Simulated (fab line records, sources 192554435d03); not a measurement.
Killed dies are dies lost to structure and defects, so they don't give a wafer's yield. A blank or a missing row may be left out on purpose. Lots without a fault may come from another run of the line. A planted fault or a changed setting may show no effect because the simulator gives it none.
fab line records | flow n5_finfet | part 1 of 2: steps 1 to 4 of 6
record lots=20 wafers=60 last_day=19
route steps=1938 shown SDB@373 HKMG_FIN@407 GATE_CUT@470
lots that met no fault: from a run of the same line without faults
start_h: hours from the record's first day to the start of the lot's first wafer shown | wait_h: hours since the lot's step before | " the same as in the row above | L1.1+2: a row that stands for several wafers | - no value, or no start given | * or withheld: withheld | < > ~ a bound
route shown NAME@n: a module of which the file shows steps, and the number in the route of the first | usual: mean/standard deviation of fault-free wafers | same: alike in all rows | chamber/n: place in a boat | sites: the reading at each site | _std_site: their standard deviation | _edge_site: outer sites' mean less inner sites' | radius_mm: how far each site lies from the wafer's centre | mask NAME#n: copy n | behind: the tool/chamber that last shaped the wafer | hold: why the lot was held/for how many hours/how that ended | device: the transistor (n, p or np) that didn't switch | end of line: the same wafers' tests at the end of the route | a step without rows: its recipe alone | killed: dies lost to structure and defects at the first sort, not the wafer's yield | map: a wafer's dies, x killed, . not, _ none there
set.NAME: the setting as run; set.NAME@STEP: as run at that earlier step | model.NAME: the simulator's own value behind a step, which no gauge read
steps of the route over a sample of lots; a table a step, a row a wafer
services: from which hour (start_h, from the record's first day; less than 0 if before it) a tool's chamber was out of use, for how many hours, and why
## steps
# step N5_SDB_ALD_29
# recipe material=SiNx target_thk_a=300 temp_c=400 ald_precursor_family=SiH2I2 ald_co_reactant=N2/H2-plasma pulse_time_s=1 ald_cycles=600 purge_time_s=2 co_reactant_purge_time_s=2 pressure_torr=2
# usual chamber_pressure_Torr=2.000/0.0041 heater_power_w=875/65 precursor_pulse_height_rel=0.997/0.017
# columns lot.wafer tool chamber start_h wait_h chamber_pressure_Torr heater_power_w precursor_pulse_height_rel
L074.2 ald_sin-03 3 70.35 0.0 1.996 882 1.013
L074.3 " 0 " " 2.006 924 0.964
L074.5 " 1 71.70 1.4 2.003 968 0.991
L075.3 ald_sin-01 3 72.88 0.1 2.007 882 1.022
L075.4 " 0 " " 2.006 860 0.970
L075.6 " 1 74.23 1.4 2.004 836 1.003
L077.3 ald_sin-03 2 85.24 0.0 1.997 901 1.018
L077.4 " 1 " " 2.009 971 1.006
L077.5 " 2 86.59 1.4 2.000 906 1.012
L078.1 ald_sin-03 3 90.73 0.0 2.003 873 0.991
L078.2 " 2 " " 2.003 919 1.001
L078.4 " 1 " " 1.998 980 0.994
L079.1 ald_sin-02 2 96.94 0.0 2.005 767 0.966
L079.3 " 3 " " 1.998 899 0.945
L079.6 " 2 98.30 1.4 2.006 770 1.002
L081.1 ald_sin-03 0 113.11 0.0 2.008 943 0.995
L081.4 " 1 114.46 1.4 2.000 983 1.008
L081.6 " 3 " " 2.004 899 0.986
L082.2 ald_sin-02 1 118.82 0.0 2.004 897 1.010
L082.4 " 3 " " 2.003 936 0.985
L082.5 " 3 120.17 1.4 1.997 905 0.994
L083.2 ald_sin-02 1 122.34 0.0 2.002 883 1.008
L083.3 " 0 " " 1.998 772 1.034
L083.4 " 2 " " 2.000 760 1.004
L084.4 ald_sin-01 2 131.53 0.0 2.003 814 0.983
L084.5 " 3 132.88 1.4 2.004 881 0.981
L084.6 " 0 " " 2.004 895 0.982
L086.1 ald_sin-01 1 138.58 0.0 2.002 813 0.975
L086.3 " 3 " " 1.998 873 1.003
L086.5 " 1 139.94 1.4 1.987 837 1.006
L087.3 ald_sin-03 0 146.13 0.0 2.002 893 0.998
L087.4 " 1 " " 1.997 999 0.991
L087.6 " 3 147.49 1.4 2.002 897 1.011
L088.1 ald_sin-01 2 150.64 0.5 2.005 790 1.003
L088.3 " 3 " " 2.004 884 1.005
L088.4 " 1 " " 1.999 830 0.963
L089.1 ald_sin-02 3 156.43 0.0 2.003 881 0.987
L089.2 " 1 " " 1.995 919 1.034
L089.6 " 1 157.78 1.4 1.996 912 0.998
L091.4 ald_sin-02 1 168.10 0.5 1.998 899 1.021
L091.5 " 2 169.45 1.9 1.999 767 0.988
L091.6 " 3 " " 2.002 892 1.023
L092.1 ald_sin-03 3 173.97 0.1 2.006 915 0.993
L092.3 " 0 " " 2.000 930 1.008
L092.4 " 2 " " 2.000 889 0.998
L093.1 ald_sin-02 1 179.65 0.0 2.001 897 0.976
L093.2 " 2 " " 1.994 767 1.009
L093.5 " 1 181.00 1.4 1.998 881 0.973
L094.1 ald_sin-01 1 186.93 0.2 2.003 825 0.987
L094.3 " 2 " " 2.007 821 0.981
L094.5 " 2 188.28 1.5 2.000 805 0.989
L096.3 ald_sin-03 2 198.74 0.8 2.001 885 1.006
L096.5 " 0 200.09 2.1 2.003 892 1.004
L096.6 " 3 " " 1.994 928 1.006
L095.4 ald_sin-02 0 199.16 1.4 1.998 790 1.011
L095.5 " 2 " " 2.000 767 0.970
L095.6 " 3 " " 2.000 884 1.019
L097.2 ald_sin-02 1 210.53 0.4 1.999 895 0.989
L097.3 " 3 " " 2.000 892 0.998
L097.5 " 3 211.88 1.8 1.997 922 0.987
# step N5_HKMG_FIN_STRIP_93
# recipe chemistry=N2/H2 material=SOC time_s=20 power_w=500 temp_c=40 pressure_mtorr=50 rf_frequency_hz=6e+07 bias_power_w=8 h2_frac=0.5 n2_flow_sccm=300 h2_flow_sccm=300
# usual drypump_motor_current_A=5.6/0.43 oes_product_au=0.79/0.052 rf_vpp_V=54.2/0.91 showerhead_plenum_p_Torr=3.37/0.12 throttle_valve_pct=19.15/0.29
# same time_s=20
# columns lot.wafer tool chamber start_h wait_h drypump_motor_current_A oes_product_au rf_hours_counter_h rf_vpp_V showerhead_plenum_p_Torr throttle_valve_pct
L074.2 rie_diel-04 0 75.81 0.2 5.6 0.73 204 53.2 3.22 19.51
L074.3 " 1 " " 5.8 0.79 95 55.3 3.39 18.81
L074.5 " 1 " " 5.8 0.79 - 53.6 3.39 18.80
L075.3 rie_diel-02 1 78.16 0.2 5.2 0.79 92 53.9 3.39 19.09
L075.4 " 3 " " 4.9 0.92 13 53.9 3.48 19.06
L075.6 " 2 " " 5.8 0.79 - 55.8 3.57 19.32
L077.3 rie_diel-02 1 90.62 0.2 5.2 0.78 96 54.8 3.38 19.12
L077.4 " 0 " " 6.1 0.81 92 53.7 3.23 19.12
L077.5 " 1 " " 5.2 0.79 - 54.0 3.38 19.12
L078.1 rie_diel-02 2 96.23 0.2 5.8 0.80 72 53.2 3.57 19.32
L078.2 " 0 " " 6.2 0.81 94 54.3 3.23 19.15
L078.4 " 1 " " 5.2 0.80 98 56.2 3.38 19.14
L079.1 rie_diel-02 1 102.44 0.2 5.2 0.79 100 54.3 3.38 19.12
L079.3 " 0 " " 6.2 0.80 96 54.0 3.23 19.12
L079.6 " 0 " " 6.2 0.80 - 54.8 3.23 19.11
L081.1 rie_diel-01 1 118.58 0.2 5.8 0.82 76 53.1 3.23 18.53
L081.4 " 1 " " 5.8 0.81 - 54.4 3.23 18.52
L081.6 " 0 " " 6.2 0.79 - 55.3 3.22 18.86
L082.2 rie_diel-01 3 124.39 0.2 5.4 0.76 112 54.2 3.27 19.36
L082.4 " 1 " " 5.8 0.82 78 53.3 3.23 18.55
L082.5 " 3 " " 5.4 0.76 - 53.1 3.27 19.38
L083.2 rie_diel-02 1 127.77 0.2 5.2 0.77 107 54.7 3.38 19.14
L083.3 " 2 " " 5.8 0.77 81 54.1 3.56 19.32
L083.4 " 3 " " 4.9 0.88 30 53.7 3.47 19.10
L084.4 rie_diel-02 0 137.49 0.2 6.1 0.80 107 54.4 3.22 19.15
L084.5 " 2 " " 5.8 0.78 - 51.9 3.56 19.34
L084.6 " 1 " " 5.2 0.77 - 52.0 3.38 19.14
L086.1 rie_diel-02 3 144.03 0.2 4.9 0.87 35 54.4 3.46 19.11
L086.3 " 1 " " 5.2 0.77 113 53.7 3.38 19.14
L086.5 " 0 " " 6.2 0.79 - 54.0 3.22 19.15
L087.3 rie_diel-01 3 151.41 0.2 5.5 0.75 122 54.9 3.26 19.37
L087.4 " 2 " " 5.6 0.82 81 54.4 3.40 18.74
L087.6 " 3 " " 5.4 0.75 - 53.2 3.26 19.37
L088.1 rie_diel-01 3 155.91 0.2 5.4 0.75 123 54.0 3.26 19.37
L088.3 " 2 " " 5.7 0.81 83 53.2 3.40 18.77
L088.4 " 0 " " 6.2 0.78 119 53.6 3.21 18.90
L089.1 rie_diel-02 3 161.96 0.2 4.9 0.87 41 53.6 3.46 19.13
L089.2 " 2 " " 5.8 0.77 93 54.6 3.56 19.36
L089.6 " 1 " " 5.2 0.77 - 55.1 3.37 19.16
L091.4 rie_diel-02 0 173.56 0.2 6.2 0.78 121 52.6 3.22 19.17
L091.5 " 3 " " 4.9 0.86 - 53.7 3.46 19.13
L091.6 " 0 " " 6.2 0.78 - 54.2 3.22 19.14
L092.1 rie_diel-02 1 179.38 0.2 5.2 0.76 125 53.8 3.37 19.17
L092.3 " 3 " " 4.9 0.85 48 53.5 3.46 19.13
L092.4 " 0 " " 6.2 0.78 122 53.1 3.22 19.18
L093.1 rie_diel-02 2 185.26 0.2 5.8 0.75 102 55.5 3.55 19.36
L093.2 " 0 " " 6.1 0.78 125 53.4 3.22 19.19
L093.5 " 1 " " 5.2 0.76 - 54.2 3.37 19.17
L094.1 rie_diel-04 0 192.61 0.2 5.5 0.71 245 53.7 3.20 19.55
L094.3 " 3 " " 5.6 0.72 201 54.2 3.46 19.60
L094.5 " 0 " " 5.5 0.70 - 54.8 3.20 19.55
L095.4 rie_diel-04 1 203.25 0.2 5.8 0.76 141 55.9 3.37 18.88
L095.5 " 1 " " 5.8 0.76 - 55.6 3.37 18.86
L095.6 " 0 " " 5.5 0.70 - 55.9 3.20 19.58
L096.3 rie_diel-04 2 204.05 0.2 4.8 0.93 25 52.9 3.46 19.57
L096.5 " 3 " " 5.7 0.72 - 55.9 3.46 19.58
L096.6 " 0 " " 5.6 0.70 - 53.5 3.20 19.56
L097.2 rie_diel-01 2 216.26 0.2 5.6 0.80 102 55.0 3.39 18.80
L097.3 " 3 " " 5.5 0.74 142 53.7 3.25 19.42
L097.5 " 1 " " 5.8 0.78 - 54.7 3.22 18.59
# step N5_HKMG_FIN_ETCH_31
# recipe chemistry=CF4 target=SiARC target_depth_a=455 mask_material=CAR-ArF time_s=75.8 ion_energy_ev=80 pressure_mtorr=40 source_w=545 bias_w=36 Ar_flow_sccm=100 cf4_flow_sccm=100 ends=cleared
# usual drypump_motor_current_A=5.7/0.41 etch_rf_on_time_s=75.6/2.2 oes_product_au=0.67/0.04 rf_vpp_V=183.8/1.1 showerhead_plenum_p_Torr=2.12/0.065 throttle_valve_pct=15.59/0.16
# columns lot.wafer tool chamber start_h wait_h drypump_motor_current_A etch_rf_on_time_s oes_product_au rf_hours_counter_h rf_vpp_V showerhead_plenum_p_Torr throttle_valve_pct
L074.2 rie_diel-01 2 78.41 0.0 5.6 74.1 0.73 53 183.3 2.15 15.32
L074.3 " 3 " " 5.4 77.7 0.66 106 184.2 2.09 15.77
L074.5 " 0 " " 6.3 74.7 0.68 - 183.1 2.07 15.67
L075.3 rie_diel-01 2 80.86 0.0 5.6 73.5 0.73 54 184.3 2.15 15.30
L075.4 " 0 " " 6.3 74.4 0.68 - 182.8 2.07 15.66
L075.6 " 3 " " 5.4 76.3 0.67 - 181.7 2.08 15.76
L077.3 rie_diel-04 1 93.25 0.0 5.8 78.2 0.68 102 186.0 2.18 15.53
L077.4 " 2 " " 4.7 72.9 0.60 - 185.1 2.20 16.09
L077.5 " 1 " " 5.8 78.3 0.67 - 184.1 2.18 15.52
L078.1 rie_diel-01 0 99.18 0.0 6.2 75.4 0.67 98 184.5 2.07 15.67
L078.2 " 1 " " 5.8 77.5 0.70 68 184.9 2.09 15.39
L078.4 " 0 " " 6.2 75.7 0.67 - 182.7 2.07 15.67
L079.1 rie_diel-04 3 105.28 0.0 5.7 76.8 0.63 172 185.1 2.23 15.66
L079.3 " 0 " " 5.5 72.0 0.62 217 183.8 2.02 15.57
L079.6 " 3 " " 5.6 76.8 0.63 - 185.6 2.23 15.67
L081.1 rie_diel-04 3 121.14 0.0 5.7 77.1 0.63 178 185.0 2.23 15.69
L081.4 " 1 " " 5.8 77.9 0.67 - 184.9 2.17 15.55
L081.6 " 3 " " 5.7 76.9 0.63 - 184.8 2.23 15.68
L082.2 rie_diel-04 3 127.13 0.0 5.7 76.0 0.63 180 183.9 2.23 15.67
L082.4 " 2 " " 4.7 73.6 0.85 0 185.5 2.20 15.58
L082.5 " 2 " " 4.8 73.0 0.86 - 183.4 2.20 15.58
L083.2 rie_diel-01 1 130.32 0.0 5.8 76.9 0.69 80 183.0 2.09 15.39
L083.3 " 3 " " 5.4 76.9 0.65 113 183.0 2.08 15.78
L083.4 " 0 " " 6.2 74.4 0.66 110 183.4 2.07 15.72
L084.4 rie_diel-01 1 140.19 0.0 5.8 77.7 0.70 84 184.0 2.09 15.42
L084.5 " 1 " " 5.8 77.9 0.68 - 183.1 2.09 15.42
L084.6 " 0 " " 6.2 75.2 0.65 - 183.2 2.07 15.72
L086.1 rie_diel-02 1 146.60 0.0 5.2 75.0 0.66 114 185.6 2.15 15.45
L086.3 " 0 " " 6.1 75.4 0.68 110 181.9 2.06 15.58
L086.5 " 3 " " 4.9 76.2 0.74 - 185.6 2.17 15.51
L087.3 rie_diel-01 0 154.04 0.0 6.2 74.4 0.65 118 182.1 2.07 15.73
L087.4 " 3 " " 5.5 75.4 0.66 122 184.8 2.08 15.81
L087.6 " 3 " " 5.4 76.0 0.65 - 182.4 2.08 15.83
L088.1 rie_diel-02 3 158.54 0.0 4.9 74.6 0.74 40 183.9 2.17 15.52
L088.3 " 1 " " 5.2 73.8 0.66 118 183.8 2.15 15.48
L088.4 " 2 " " 5.8 80.5 0.65 92 183.4 2.27 15.53
L089.1 rie_diel-02 3 164.69 0.0 4.8 76.6 0.73 42 184.5 2.17 15.53
L089.2 " 0 " " 6.1 76.3 0.67 116 182.0 2.06 15.61
L089.6 " 0 " " 6.1 76.3 0.68 - 183.0 2.06 15.60
L091.4 rie_diel-01 0 176.26 0.0 6.2 73.4 0.66 126 183.1 2.06 15.75
L091.5 " 3 " " 5.4 74.7 0.65 - 182.0 2.08 15.83
L091.6 " 2 " " 5.6 73.1 0.69 - 185.4 2.14 15.37
L092.1 rie_diel-01 2 182.16 0.0 5.6 74.2 0.69 92 184.2 2.14 15.40
L092.3 " 3 " " 5.4 76.1 0.65 131 183.9 2.08 15.82
L092.4 " 0 " " 6.2 74.4 0.66 128 183.2 2.06 15.75
L093.1 rie_diel-02 0 188.02 0.0 6.1 75.4 0.67 126 183.7 2.05 15.62
L093.2 " 2 " " 5.8 80.5 0.65 103 184.7 2.26 15.56
L093.5 " 0 " " 6.1 74.1 0.67 - 182.2 2.05 15.63
L094.1 rie_diel-01 0 195.28 0.0 6.2 73.6 0.66 132 183.6 2.06 15.76
L094.3 " 1 " " 5.7 76.3 0.68 102 182.9 2.08 15.47
L094.5 " 0 " " 6.2 73.1 0.66 - 182.8 2.06 15.75
L095.4 rie_diel-04 1 206.07 0.0 5.8 76.9 0.65 - 183.2 2.16 15.61
L095.5 " 3 " " 5.7 75.3 0.61 - 185.6 2.22 15.73
L095.6 " 2 " " 4.7 72.3 0.78 - 185.6 2.19 15.61
L096.3 rie_diel-02 1 206.73 0.0 5.2 75.9 0.64 133 184.5 2.14 15.50
L096.5 " 1 " " 5.2 75.5 0.65 - 185.6 2.14 15.50
L096.6 " 2 " " 5.8 81.0 0.64 - 185.3 2.26 15.58
L097.2 rie_diel-01 3 219.28 0.0 5.5 75.9 0.64 143 184.0 2.07 15.83
L097.3 " 1 " " 5.8 77.5 0.66 110 183.7 2.08 15.47
L097.5 " 3 " " 5.4 75.9 0.64 - 182.8 2.07 15.86
# step N5_HKMG_FIN_ETCH_86
# recipe chemistry=N2/H2 target=SOC target_depth_a=3932 stop_on=TiN ion_energy_ev=100 bias_w=61 pressure_mtorr=30 source_w=850 n2_flow_sccm=200 h2_flow_sccm=200
# usual drypump_motor_current_A=5.5/0.45 oes_product_au=0.78/0.066 rf_vpp_V=240.9/1.3 showerhead_plenum_p_Torr=2.56/0.091 throttle_valve_pct=17.89/0.19
# columns lot.wafer tool chamber start_h wait_h drypump_motor_current_A oes_product_au rf_hours_counter_h rf_vpp_V showerhead_plenum_p_Torr throttle_valve_pct
L074.2 rie_diel-04 1 79.70 - 5.8 0.81 96 240.0 2.57 17.66
L074.3 " 2 " " 4.8 0.69 241 242.7 2.64 18.46
L074.5 " 0 " " 5.6 0.71 - 238.5 2.43 17.96
L075.3 rie_diel-04 3 82.15 - 5.7 0.74 168 242.6 2.64 17.84
L075.4 " 1 " " 5.8 0.80 98 241.1 2.57 17.64
L075.6 " 3 " " 5.7 0.74 - 242.1 2.64 17.83
L077.3 rie_diel-04 1 94.75 - 5.8 0.80 103 239.7 2.57 17.68
L077.4 " 2 " " 4.7 0.69 - 240.3 2.64 18.49
L077.5 " 1 " " 5.8 0.80 - 241.2 2.57 17.66
L078.1 rie_diel-02 1 100.47 - 5.2 0.77 99 241.8 2.56 17.78
L078.2 " 2 " " 5.8 0.81 73 243.0 2.71 17.90
L078.4 " 3 " " 4.9 0.89 20 241.1 2.63 17.95
L079.1 rie_diel-02 1 106.56 - 5.2 0.78 101 239.3 2.56 17.81
L079.3 " 3 " " 4.9 0.89 23 242.2 2.63 17.96
L079.6 " 3 " " 4.8 0.89 - 240.6 2.63 17.94
L081.1 rie_diel-02 0 122.42 - 6.1 0.80 103 238.6 2.44 17.74
L081.4 " 3 " " 4.9 0.87 29 240.2 2.63 17.96
L081.6 " 0 " " 6.2 0.80 - 238.9 2.44 17.74
L082.2 rie_diel-01 2 128.41 - 5.6 0.81 72 241.7 2.58 17.62
L082.4 " 3 " " 5.5 0.76 113 240.9 2.47 18.07
L082.5 " 1 " " 5.8 0.82 - 239.4 2.44 17.36
L083.2 rie_diel-04 0 131.61 - 5.6 0.69 227 239.2 2.43 17.98
L083.3 " 1 " " 5.8 0.79 119 241.0 2.56 17.70
L083.4 " 3 " " 5.6 0.72 182 241.6 2.63 17.87
L084.4 rie_diel-02 3 141.47 - 4.9 0.87 34 242.3 2.63 17.96
L084.5 " 3 " " 4.9 0.86 - 240.4 2.63 17.98
L084.6 " 0 " " 6.1 0.79 - 239.0 2.44 17.76
L086.1 rie_diel-02 3 147.88 - 4.9 0.86 37 241.5 2.62 17.97
L086.3 " 2 " " 5.8 0.79 89 242.3 2.70 17.93
L086.5 " 2 " " 5.8 0.79 - 242.9 2.70 17.94
L087.3 rie_diel-04 1 155.32 - 5.8 0.78 125 242.1 2.56 17.71
L087.4 " 3 " " 5.7 0.72 187 242.8 2.63 17.87
L087.6 " 1 " " 5.8 0.78 - 240.2 2.56 17.70
L088.1 rie_diel-04 2 159.83 - 4.7 0.92 10 242.7 2.63 18.08
L088.3 " 3 " " 5.7 0.71 189 241.0 2.63 17.88
L088.4 " 1 " " 5.8 0.78 126 240.5 2.55 17.71
L089.1 rie_diel-02 3 165.98 - 4.9 0.85 42 241.7 2.62 17.97
L089.2 " 0 " " 6.1 0.78 117 239.2 2.43 17.78
L089.6 " 0 " " 6.1 0.78 - 239.8 2.43 17.78
L091.4 rie_diel-02 1 177.82 - 5.2 0.75 125 240.2 2.55 17.84
L091.5 " 3 " " 4.9 0.85 - 241.5 2.62 17.99
L091.6 " 2 " " 5.8 0.78 - 242.0 2.70 17.95
L092.1 rie_diel-04 2 183.45 - 4.8 0.90 18 241.7 2.63 18.07
L092.3 " 0 " " 5.6 0.68 241 239.3 2.42 18.00
L092.4 " 3 " " 5.6 0.72 196 243.0 2.63 17.88
L093.1 rie_diel-04 0 189.33 - 5.5 0.68 243 239.4 2.42 18.00
L093.2 " 3 " " 5.6 0.72 199 243.4 2.62 17.89
L093.5 " 3 " " 5.7 0.72 - 241.3 2.62 17.90
L094.1 rie_diel-04 0 196.80 - 5.5 0.68 247 238.7 2.42 18.02
L094.3 " 2 " " 4.8 0.89 23 241.1 2.63 18.07
L094.5 " 1 " " 5.8 0.77 - 241.2 2.55 17.73
L095.4 rie_diel-04 2 207.36 - 4.8 0.89 - 242.4 2.62 18.08
L095.5 " 1 " " 5.8 0.77 - 240.7 2.55 17.75
L095.6 " 3 " " 5.7 0.71 - 242.2 2.62 17.94
L096.3 rie_diel-04 1 208.01 - 5.8 0.76 142 240.8 2.55 17.74
L096.5 " 3 " " 5.6 0.71 - 240.8 2.62 17.90
L096.6 " 1 " " 5.8 0.76 - 240.7 2.55 17.75
L097.2 rie_diel-02 2 220.60 - 5.8 0.76 115 242.3 2.69 17.98
L097.3 " 0 " " 6.1 0.76 137 239.9 2.42 17.81
L097.5 " 2 " " 5.8 0.77 - 242.1 2.69 17.98
